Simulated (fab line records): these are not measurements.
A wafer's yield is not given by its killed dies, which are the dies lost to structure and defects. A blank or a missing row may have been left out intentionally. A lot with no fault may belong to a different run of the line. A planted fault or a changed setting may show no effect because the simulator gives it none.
fab line records | flow nand_harc
record: lots: 6 wafers: 18 last_day: 32
route steps=1302 shown P_ZERO_WELL@14 END@1302
lots that met no fault: from a run of the same line without faults
start_h: hours from the record's first day to the start of the lot's first wafer shown | wait_h: hours from the lot's prior step to this one | " identical to the entry in the row above | L1.1+2: a row that stands for several wafers | - value missing, or start not given | * or withheld: withheld | < > ~ a bound
route shown NAME@n: a module of which the file shows steps, and the number in the route of the first | usual: the fault-free wafers' mean and standard deviation | same: alike in all rows | chamber/n: place in a boat | sites: readings site by site | _std_site: the standard deviation of these | _edge_site: the outer-site mean with the inner-site mean subtracted | radius_mm: for every site, how far away it sits from the centre of the wafer | mask NAME#n: copy n | behind: tool/chamber where the wafer was last shaped | hold: why the lot was held/for how many hours/how that ended | device: which transistor (n, p or np) failed to switch | end of line: tests of these same wafers at the route's end | a step without rows: its recipe alone | killed: at the first sort, the dies lost to defects and structure; wafer yield is something else | map: a wafer's dies, x killed, . not, _ none there
set.NAME: the run value of the setting; set.NAME@STEP: its run value at that earlier step | model.NAME: the simulator's own value behind a step, which no gauge read
certain route steps with their lots: each step a table, each wafer a row
services: a tool's chamber out of use, with start hour (start_h, from the record's first day; less than 0 if before it), hours out, and reason
== steps ==
step: NHARC_P_ZERO_WELL_CD_MEAS_11
recipe: target_cd_nm: 500 landing_energy_ev: 500
usual: cd_nm: 500.8/2
columns lot.wafer tool chamber start_h wait_h cd_nm
L838.2 cd_sem-02 0 41.24 - 501.0
L838.3 " 0 " " 500.2
L838.6 " 0 " " 502.3
L843.2 cd_sem-01 0 91.24 - 501.3
L843.3 " 0 " " 503.2
L843.5 " 0 " " 502.3
L847.2 cd_sem-01 0 131.25 - 501.5
L847.5 " 0 " " 497.1
L847.6 " 0 " " 499.2
L848.1 cd_sem-02 0 141.25 - 502.1
L848.3 " 0 " " 500.6
L848.4 " 0 " " 500.9
L856.1 cd_sem-03 0 221.24 - 500.4
L856.5 " 0 " " 502.8
L856.6 " 0 " " 502.1
L857.2 cd_sem-01 0 231.34 - 504.4
L857.3 " 0 " " 501.8
L857.5 " 0 " " 504.2
step: NHARC_P_ZERO_WELL_HARDBAKE_12
recipe: temp_c: 118 time_s: 65
step: NHARC_P_ZERO_WELL_DESCUM_13
recipe: time_s: 3 o2_flow_sccm: 200 ar_flow_sccm: 0 bias_power_w: 0 chemistry: O2
usual: drypump_motor_current_A: 5.6/0.39 oes_product_au: 0.995/0.009 rf_vpp_V: 57.8/0.93 showerhead_plenum_p_Torr: 1.90/0.074 throttle_valve_pct: 11.311/0.009
same: time_s: 3
columns lot.wafer tool chamber start_h wait_h drypump_motor_current_A oes_product_au rf_hours_counter_h rf_vpp_V showerhead_plenum_p_Torr throttle_valve_pct
L838.2 rie_diel-03 1 41.42 - 5.1 0.991 33 58.8 1.86 11.317
L838.3 " 2 " " 5.8 0.997 35 58.8 1.99 11.321
L838.6 " 0 " " 5.9 0.994 - 57.4 1.88 11.311
L843.3 rie_diel-03 1 91.40 - 5.1 0.992 47 56.5 1.86 11.297
L843.2 " 0 " " 5.9 0.998 48 57.9 1.87 11.298
L843.5 " 0 " " 5.9 0.999 - 57.5 1.87 11.301
L847.2 rie_diel-11 0 131.42 - 6.1 0.990 13 57.6 1.79 11.324
L847.5 " 1 " " 5.5 0.999 - 58.6 2.05 11.302
L847.6 " 2 " " 6.1 0.963 - 58.3 1.91 11.317
L848.3 rie_diel-03 0 141.41 - 5.9 1.006 7 57.8 1.87 11.303
L848.4 " 1 " " 5.1 0.992 8 56.3 1.85 11.297
L848.1 " 3 " " 5.9 0.977 8 57.0 1.83 11.306
L856.1 rie_diel-13 0 221.41 - 5.3 1.006 20 57.7 1.94 11.303
L856.5 " 3 " " 5.5 0.998 - 56.0 1.94 11.308
L856.6 " 0 " " 5.3 1.005 - 57.3 1.94 11.312
L857.3 rie_diel-11 2 231.50 - 6.1 0.984 46 58.1 1.90 11.310
L857.2 " 0 " " 6.1 1.001 53 57.0 1.78 11.306
L857.5 " 3 " " 5.1 0.995 - 57.9 1.85 11.310
step: NHARC_P_ZERO_WELL_ETCH_65
recipe: target_depth_a: 800 overetch_a: 240 time_s: 87.88 ion_energy_ev: 200 n2_flow_sccm: 150 h2_flow_sccm: 150 ar_flow_sccm: 0 rf_w: 400 bias_w: 150 chemistry: N2/H2
usual: drypump_motor_current_A: 5.7/0.38 oes_product_au: 0.994/0.0093 rf_vpp_V: 430.4/2.5 showerhead_plenum_p_Torr: 2.03/0.086 throttle_valve_pct: 14.172/0.009
same: time_s: 87.88
columns lot.wafer tool chamber start_h wait_h drypump_motor_current_A oes_product_au rf_hours_counter_h rf_vpp_V showerhead_plenum_p_Torr throttle_valve_pct
L838.3 rie_diel-03 2 41.57 0.1 5.8 0.993 35 434.5 2.13 14.165
L838.2 " 3 " " 5.9 0.977 34 429.5 1.96 14.175
L838.6 " 2 " " 5.8 0.984 - 432.3 2.13 14.175
L843.3 rie_diel-03 3 91.51 0.1 5.9 0.991 52 429.0 1.95 14.174
L843.2 " 0 " " 5.9 0.991 48 429.6 1.99 14.154
L843.5 " 1 " " 5.1 0.994 - 429.0 1.98 14.172
L847.2 rie_diel-11 2 131.50 0.1 6.1 0.982 11 430.5 2.04 14.181
L847.6 " 0 " " 6.1 0.995 - 426.9 1.91 14.179
L847.5 " 1 " " 5.5 0.992 - 434.6 2.19 14.180
L848.4 rie_diel-03 3 141.49 0.1 5.9 0.969 8 428.7 1.94 14.165
L848.1 " 0 " " 5.9 1.008 7 429.9 1.99 14.182
L848.3 " 1 " " 5.1 0.985 8 427.9 1.97 14.177
L856.1 rie_diel-13 3 221.51 0.1 5.5 1.001 23 433.0 2.07 14.162
L856.6 " 0 " " 5.3 0.995 - 430.7 2.07 14.169
L856.5 " 1 " " 5.9 0.998 - 428.6 2.00 14.154
L857.2 rie_diel-11 0 231.59 0.1 6.1 1.004 53 427.2 1.89 14.182
L857.3 " 1 " " 5.5 0.998 45 435.4 2.18 14.166
L857.5 " 0 " " 6.2 1.001 - 426.8 1.89 14.177
step: NHARC_P_ZERO_WELL_ETCH_62
recipe: target_depth_a: 130 time_s: 6.5 chf3_flow_sccm: 50 ar_flow_sccm: 200 rf_w: 500 bias_w: 200 chemistry: CHF3/Ar
usual: drypump_motor_current_A: 5.6/0.38 oes_product_au: 0.954/0.018 rf_vpp_V: 370.5/2 showerhead_plenum_p_Torr: 2.33/0.087 throttle_valve_pct: 20.216/0.0087
same: time_s: 6.5
columns lot.wafer tool chamber start_h wait_h drypump_motor_current_A oes_product_au rf_hours_counter_h rf_vpp_V showerhead_plenum_p_Torr throttle_valve_pct
L838.3 rie_diel-03 0 - - 5.9 0.943 32 369.7 2.30 20.214
L838.2 " 1 " " 5.1 0.946 33 368.7 2.28 20.209
L838.6 " 3 " " 5.9 0.916 - 369.3 2.25 20.223
L843.3 rie_diel-03 1 - - 5.1 0.948 47 369.2 2.28 20.217
L843.2 " 3 " " 5.9 0.938 53 369.4 2.25 20.217
L843.5 " 0 " " 5.9 0.947 - 369.5 2.29 20.208
L847.2 rie_diel-11 2 - - 6.1 0.922 11 372.0 2.34 20.212
L847.5 " 1 " " 5.5 0.934 - 375.2 2.51 20.208
L847.6 " 2 " " 6.1 0.927 - 371.3 2.34 20.218
L848.3 rie_diel-03 0 - - 5.9 0.966 7 368.3 2.29 20.215
L848.1 " 2 " " 5.8 0.985 8 372.3 2.43 20.221
L848.4 " 3 " " 5.9 0.956 8 368.6 2.24 20.222
L856.1 rie_diel-13 1 - - 5.9 0.973 19 370.6 2.31 20.221
L856.6 " 3 " " 5.5 0.966 - 370.8 2.38 20.213
L856.5 " 0 " " 5.3 0.955 - 371.4 2.38 20.224
L857.2 rie_diel-11 2 - - 6.1 0.939 46 368.9 2.33 20.223
L857.3 " 1 " " 5.5 0.974 45 374.1 2.49 20.206
L857.5 " 3 " " 5.2 0.959 - 368.4 2.26 20.220
step: NHARC_P_ZERO_WELL_ETCH_63
recipe: target_depth_a: 1200 time_s: 40.1 hbr_flow_sccm: 150 cl2_flow_sccm: 50 rf_w: 400 icp_w: 400 bias_w: 100 chemistry: HBr/Cl2
usual: drypump_motor_current_A: 5.6/0.42 oes_product_au: 0.999/0.011 throttle_valve_pct: 26.407/0.0089
same: time_s: 40.1
columns lot.wafer tool chamber start_h wait_h drypump_motor_current_A oes_product_au rf_hours_counter_h throttle_valve_pct
L838.3 rie_si-04 1 41.73 - 5.9 0.993 0.3 26.397
L838.2 " 3 " " 6.0 1.019 0.2 26.392
L838.6 " 2 " " 5.4 0.998 - 26.403
L843.3 rie_si-01 3 92.07 - 4.9 0.982 0.5 26.398
L843.2 " 1 " " 6.6 0.994 0.3 26.415
L843.5 " 2 " " 5.8 0.987 - 26.419
L847.2 rie_si-04 1 131.66 - 5.9 0.994 1.0 26.415
L847.5 " 1 " " 5.9 0.986 - 26.403
L847.6 " 2 " " 5.4 0.994 - 26.419
L848.1 rie_si-05 3 141.66 - 5.6 1.008 0.0 26.416
L848.3 " 0 " " 5.4 1.001 0.0 26.384
L848.4 " 1 " " 5.7 1.015 0.0 26.392
L856.1 rie_si-04 1 221.67 - 5.9 1.001 0.2 26.401
L856.6 " 0 " " 5.1 1.006 - 26.415
L856.5 " 1 " " 5.9 0.999 - 26.411
L857.3 rie_si-01 0 231.78 - 5.8 1.012 0.1 26.413
L857.2 " 2 " " 5.8 0.992 0.2 26.404
L857.5 " 0 " " 5.8 1.025 - 26.409
step: NHARC_P_ZERO_WELL_STRIP_15
recipe: time_s: 900 temp_c: 130 chemistry: SPM
step: NHARC_P_ZERO_WELL_DEHYDRATE_16
recipe: temp_c: 150 time_s: 120
step: NHARC_P_ZERO_WELL_HMDS_17
recipe: time_s: 30
step: NHARC_P_ZERO_WELL_COAT_18
recipe: spin_rpm: withheld
step: NHARC_P_ZERO_WELL_SOFTBAKE_19
recipe: temp_c: 122 time_s: 95
step: NHARC_P_ZERO_WELL_EBR_20
step: NHARC_P_ZERO_WELL_EXPOSE_21
recipe: na: 0.6 target_cd_nm: 720 dose_mj: 22.31 mask_id: P_NWELL
usual: exposure_dose_mJ_cm2: 22.311/0.022
columns lot.wafer tool chamber start_h wait_h mask exposure_dose_mJ_cm2
L838.2 krf_scanner-04 0 42.39 - P_NWELL#0 22.300
L838.3 " 0 " " P_NWELL#0 22.278
L838.6 " 0 " " P_NWELL#0 22.283
L843.2 krf_scanner-02 0 92.72 - P_NWELL#0 22.289
L843.3 " 0 " " P_NWELL#0 22.330
L843.5 " 0 " " P_NWELL#0 22.308
L847.2 krf_scanner-02 0 132.31 - P_NWELL#0 22.281
L847.5 " 0 " " P_NWELL#0 22.315
L847.6 " 0 " " P_NWELL#0 22.296
L848.1 krf_scanner-02 0 142.32 - P_NWELL#0 29.340
L848.3 " 0 " " P_NWELL#0 29.322
L848.4 " 0 " " P_NWELL#0 29.295
L856.1 krf_scanner-02 0 222.48 - P_NWELL#0 29.370
L856.5 " 0 " " P_NWELL#0 29.314
L856.6 " 0 " " P_NWELL#0 29.317
L857.2 krf_scanner-01 0 232.58 - P_NWELL#0 22.296
L857.3 " 0 " " P_NWELL#0 22.325
L857.5 " 0 " " P_NWELL#0 22.300
step: NHARC_P_ZERO_WELL_PEB_22
recipe: peb_temp_c: 118 peb_time_s: 85
step: NHARC_P_ZERO_WELL_DEVELOP_23
recipe: time_s: 70
step: NHARC_P_ZERO_WELL_CD_MEAS_24
recipe: target_cd_nm: 720 landing_energy_ev: 500
usual: cd_nm: 720.3/1.9
columns lot.wafer tool chamber start_h wait_h cd_nm
L838.2 cd_sem-03 0 42.54 - 721.0
L838.3 " 0 " " 725.2
L838.6 " 0 " " 722.2
L843.2 cd_sem-03 0 92.88 - 722.1
L843.3 " 0 " " 722.7
L843.5 " 0 " " 721.3
L847.2 cd_sem-03 0 132.47 - 721.5
L847.5 " 0 " " 723.0
L847.6 " 0 " " 719.4
L848.1 cd_sem-03 0 142.47 - 769.3
L848.3 " 0 " " 767.9
L848.4 " 0 " " 765.4
L856.1 cd_sem-03 0 222.65 - 765.1
L856.5 " 0 " " 768.3
L856.6 " 0 " " 764.0
L857.2 cd_sem-01 0 232.74 - 720.0
L857.3 " 0 " " 718.7
L857.5 " 0 " " 718.9
step: NHARC_P_ZERO_WELL_HARDBAKE_25
recipe: temp_c: 125 time_s: 80
step: NHARC_P_ZERO_WELL_DESCUM_26
recipe: time_s: 3 o2_flow_sccm: 200 ar_flow_sccm: 0 bias_power_w: 0 chemistry: O2
usual: drypump_motor_current_A: 5.6/0.37 oes_product_au: 0.996/0.011 rf_vpp_V: 57.9/0.89 showerhead_plenum_p_Torr: 1.92/0.076 throttle_valve_pct: 11.311/0.0093
same: time_s: 3
columns lot.wafer tool chamber start_h wait_h drypump_motor_current_A oes_product_au rf_hours_counter_h rf_vpp_V showerhead_plenum_p_Torr throttle_valve_pct model.P_ZERO_WELL.cd_nm
L838.2 rie_diel-03 0 42.70 - 5.9 0.997 33 58.7 1.88 11.309 720.7
L838.3 " 1 " " 5.1 0.994 33 58.8 1.86 11.318 724.7
L838.6 " 1 " " 5.1 1.001 - 56.5 1.86 11.322 722.3
L843.3 rie_diel-11 1 93.05 - 5.5 1.011 1 59.7 2.06 11.305 723
L843.2 " 3 " " 5.1 0.993 1 59.9 1.86 11.320 721.6
L843.5 " 0 " " 6.2 1.004 - 57.7 1.80 11.293 721.6
L847.2 rie_diel-13 2 132.64 - 5.2 1.016 38 58.0 2.00 11.297 721.7
L847.6 " 1 " " 5.9 0.984 - 57.3 1.89 11.311 718.9
L847.5 " 2 " " 5.1 1.016 - 59.3 2.00 11.302 722.6
L848.1 rie_diel-13 1 142.64 - 5.9 1.001 54 57.5 1.89 11.293 768.2
L848.4 " 2 " " 5.1 1.005 40 60.2 1.99 11.297 765.4
L848.3 " 3 " " 5.5 1.007 54 58.7 1.95 11.314 768.2
L856.1 rie_diel-03 3 222.83 - 5.9 0.976 31 57.6 1.82 11.306 765.7
L856.6 " 1 " " 5.1 0.991 - 57.6 1.84 11.301 763.4
L856.5 " 2 " " 5.8 1.013 - 58.3 1.98 11.314 768.4
L857.3 rie_diel-03 3 232.92 - 5.9 0.980 33 57.8 1.82 11.319 719.5
L857.2 " 0 " " 5.9 0.993 31 57.9 1.86 11.320 719.6
L857.5 " 2 " " 5.8 1.017 - 57.9 1.98 11.310 719
step: NHARC_P_ZERO_WELL_IMPLANT_27
recipe: energy_kev: 600 dose_cm2: 1e+13 tilt_deg: 7
step: NHARC_END_SORT_01
recipe: temp_c: 25
usual: killed_at_array: 56/18 killed_at_other: 1.4/1.5 killed_at_periphery: 4/3.1 killed_dies: 61/19 killed_open: 3.5/1.8 killed_short: 2.4/1.4
same: gross_dies: 677
columns lot.wafer tool chamber start_h wait_h killed_at_array killed_at_other killed_at_periphery killed_dies killed_open killed_short
L838.2 prober-01 0 593.74 2.8 54 2 2 58 4 2
L838.3 prober-01 0 594.53 3.1 52 2 5 59 5 2
L838.6 prober-01 0 596.91 4.0 57 3 4 64 3 2
L843.2 prober-02 0 636.53 2.8 62 0 1 63 8 3
L843.3 prober-02 0 637.32 3.1 55 0 5 60 2 3
L843.5 prober-02 0 638.91 3.7 63 0 4 67 7 2
L847.2 prober-02 0 685.10 2.8 58 2 8 68 6 3
L847.5 prober-02 0 687.49 3.7 57 1 5 63 4 4
L847.6 prober-02 0 688.29 4.0 52 3 11 66 5 3
L848.1 prober-01 0 708.75 2.5 73 0 2 75 4 0
L848.3 prober-01 0 710.33 3.1 83 1 2 86 3 2
L848.4 prober-01 0 711.13 3.4 79 0 3 82 4 2
L856.1 prober-01 0 770.38 2.5 80 7 1 88 2 2
L856.5 prober-01 0 773.55 3.7 82 1 1 84 1 2
L856.6 prober-01 0 774.35 4.0 93 4 2 99 4 1
killed by level:class
L838.2 A_CHANNEL_HOLE_D2:chamber_film_flake=35 A_SGD_CUT:chamber_film_flake=4 A_CHANNEL_HOLE_D1:chamber_film_flake=3 A_DECK1_JOINT:chamber_film_flake=3 A_WL_FILL:geometric_particle:short=2 A_M0:geometric_particle:open=2 THIN_TSV:chamber_film_flake=2 A_DECK1_JOINT:geometric_particle:open=1
L838.3 A_CHANNEL_HOLE_D2:chamber_film_flake=35 A_CONTACT:chamber_film_flake=3 P_M2:chamber_film_flake=3 A_STAIRCASE:chamber_film_flake=3 THIN_TSV:chamber_film_flake=2 P_CONTACT:geometric_particle:open=1 P_M0:geometric_particle:open=1 A_ONON_D1:geometric_particle:open=1
L838.6 A_CHANNEL_HOLE_D2:chamber_film_flake=39 A_CONTACT:chamber_film_flake=4 P_M2:chamber_film_flake=3 THIN_TSV:chamber_film_flake=3 A_CHANNEL_HOLE_D1:chamber_film_flake=2 A_CHANNEL_FILL_D2:chamber_film_flake=2 A_BONDPAD:chamber_film_flake=2 P_M0:geometric_particle:open=1
L843.2 A_SLIT:chamber_film_flake=22 A_CHANNEL_HOLE_D2:chamber_film_flake=6 A_CHANNEL_FILL_D2:chamber_film_flake=5 A_CONTACT:chamber_film_flake=5 A_CHANNEL_HOLE_D1:chamber_film_flake=4 A_ONON_D2:geometric_particle:open=3 A_STAIRCASE:chamber_film_flake=3 A_M1:chamber_film_flake=3
L843.3 A_SLIT:chamber_film_flake=30 A_CONTACT:chamber_film_flake=7 P_ZERO_WELL:chamber_film_flake=5 A_CHANNEL_HOLE_D2:chamber_film_flake=5 A_WL_FILL:geometric_particle:open=2 A_CHANNEL_HOLE_D1:chamber_film_flake=2 A_STAIRCASE:chamber_film_flake=2 A_SGD_CUT:chamber_film_flake=2
L843.5 A_SLIT:chamber_film_flake=29 A_CHANNEL_HOLE_D2:chamber_film_flake=10 A_CONTACT:chamber_film_flake=6 A_SGD_CUT:chamber_film_flake=3 A_CHANNEL_FILL_D2:geometric_particle:short=2 A_CHANNEL_HOLE_D1:chamber_film_flake=2 A_CHANNEL_FILL_D2:chamber_film_flake=2 A_WL_FILL:chamber_film_flake=2
L847.2 A_SLIT:chamber_film_flake=39 A_STAIRCASE:chamber_film_flake=4 P_GATE:chamber_film_flake=3 A_CHANNEL_HOLE_D1:chamber_film_flake=3 P_CONTACT:geometric_particle:open=2 P_BONDPAD:chamber_film_flake=2 A_BLC:chamber_film_flake=2 THIN_TSV:chamber_film_flake=2
L847.5 A_SLIT:chamber_film_flake=27 A_STAIRCASE:chamber_film_flake=9 A_CHANNEL_HOLE_D1:chamber_film_flake=8 A_CONTACT:chamber_film_flake=4 P_GATE:chamber_film_flake=3 A_CHANNEL_FILL_D2:geometric_particle:short=2 P_BONDPAD:chamber_film_flake=2 A_DECK1_JOINT:geometric_particle:open=1
L847.6 A_SLIT:chamber_film_flake=30 P_BONDPAD:chamber_film_flake=7 A_STAIRCASE:chamber_film_flake=3 A_CONTACT:chamber_film_flake=3 THIN_TSV:chamber_film_flake=3 A_ONON_D2:geometric_particle:short=2 P_GATE:chamber_film_flake=2 A_ZERO_WELL:chamber_film_flake=2
L848.1 A_CHANNEL_HOLE_D1:chamber_film_flake=32 A_SLIT:chamber_film_flake=26 A_WL_FILL:chamber_film_flake=4 A_ZERO_WELL:chamber_film_flake=3 A_STAIRCASE:chamber_film_flake=2 A_CHANNEL_HOLE_D1:geometric_particle:open=1 A_ONON_D2:geometric_particle:open=1 A_WL_FILL:geometric_particle:open=1
L848.3 A_SLIT:chamber_film_flake=38 A_CHANNEL_HOLE_D1:chamber_film_flake=37 P_BONDPAD:chamber_film_flake=2 A_WL_FILL:chamber_film_flake=2 A_DECK1_JOINT:geometric_particle:short=1 A_SGD_CUT:geometric_particle:open=1 A_SGD_CUT:geometric_particle:short=1 A_WL_FILL:geometric_particle:open=1
L848.4 A_CHANNEL_HOLE_D1:chamber_film_flake=43 A_SLIT:chamber_film_flake=28 A_ONON_D2:geometric_particle:open=2 P_CONTACT:geometric_particle:short=1 A_SOURCE_PLATE:geometric_particle:open=1 A_CHANNEL_FILL_D2:geometric_particle:short=1 A_M1:geometric_particle:open=1 P_ZERO_WELL:chamber_film_flake=1
L856.1 A_CHANNEL_HOLE_D2:chamber_film_flake=27 A_SLIT:chamber_film_flake=23 A_CONTACT:chamber_film_flake=14 A_CHANNEL_HOLE_D1:chamber_film_flake=8 THIN_TSV:chamber_film_flake=7 A_BONDPAD:chamber_film_flake=2 A_CHANNEL_HOLE_D1:geometric_particle:short=1 A_CHANNEL_FILL_D1:geometric_particle:open=1
L856.5 A_SLIT:chamber_film_flake=30 A_CHANNEL_HOLE_D2:chamber_film_flake=21 A_CONTACT:chamber_film_flake=13 A_CHANNEL_HOLE_D1:chamber_film_flake=9 A_DECK1_JOINT:chamber_film_flake=2 A_BONDPAD:chamber_film_flake=2 A_CHANNEL_HOLE_D1:geometric_particle:short=1 A_CHANNEL_FILL_D1:geometric_particle:open=1
L856.6 A_CHANNEL_HOLE_D2:chamber_film_flake=28 A_SLIT:chamber_film_flake=27 A_CONTACT:chamber_film_flake=20 A_CHANNEL_HOLE_D1:chamber_film_flake=10 A_STAIRCASE:chamber_film_flake=3 THIN_TSV:chamber_film_flake=3 P_GATE:geometric_particle:open=1 A_CHANNEL_FILL_D1:geometric_particle:open=1
== services ==
columns tool chamber start_h hours kind
rie_diel-03 1 38.90 2.5 repair
krf_scanner-02 - 63.47 0.2 repair
krf_scanner-02 - 64.73 0.5 repair
rie_diel-13 - 79.83 2.3 repair
rie_diel-11 - 80.04 9.0 pm
rie_diel-03 2 88.46 4.8 repair
rie_si-04 0 92.29 9.3 repair
krf_scanner-02 - 94.00 4.0 pm
rie_diel-03 - 104.38 9.0 pm
rie_diel-03 0 119.51 4.2 repair
rie_si-01 0 131.02 5.7 repair
rie_diel-11 - 143.45 1.7 repair
rie_diel-11 - 164.37 0.3 repair
rie_si-04 2 164.99 8.8 repair
rie_si-04 - 165.00 9.0 pm
rie_diel-03 2 166.22 3.8 repair
rie_diel-13 - 166.85 9.0 pm
rie_diel-03 - 176.25 0.3 repair
rie_diel-11 1 184.70 14.5 repair
rie_si-01 2 186.27 2.2 repair
krf_scanner-02 - 187.31 1.5 repair
rie_diel-03 - 194.11 12.6 repair
rie_diel-11 2 222.94 2.6 repair
rie_diel-13 - 228.64 1.2 repair
== key ==
first_sign: step: NHARC_P_ZERO_WELL_EXPOSE_21 reading: exposure_dose_mJ_cm2 direction: up sigmas: 99+ usual: 22.311 struck: 29.326
effect: step: NHARC_P_ZERO_WELL_CD_MEAS_24 reading: cd_nm direction: up sigmas: 25 usual: 720.3 struck: 766.7
model_effect: step: NHARC_P_ZERO_WELL_DESCUM_26 value: P_ZERO_WELL.cd_nm without: 719.8 struck: 766.6
met_at NHARC_P_ZERO_WELL_EXPOSE_21
struck_wafers L848.1,L848.3,L848.4,L856.1,L856.5,L856.6
tester_left_out L848,L856
onset_between 132.31 142.32
fault: kind: process_parameter_drift tool: krf_scanner-02 chamber: - onset_h: 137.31 steps: NHARC_P_ZERO_WELL_EXPOSE_21 channel: dose_mj offset: 7.0065 shape: step acts_in: these_recipes_only stated: 22.31
tester_left_out: of these lots the tester's yield and bins aren't shown, on N5 and GAA mostly nor the transistor test; their killed dies are dies lost to structure and defects alone, not to doping, threshold or leakage, so they don't give the yield
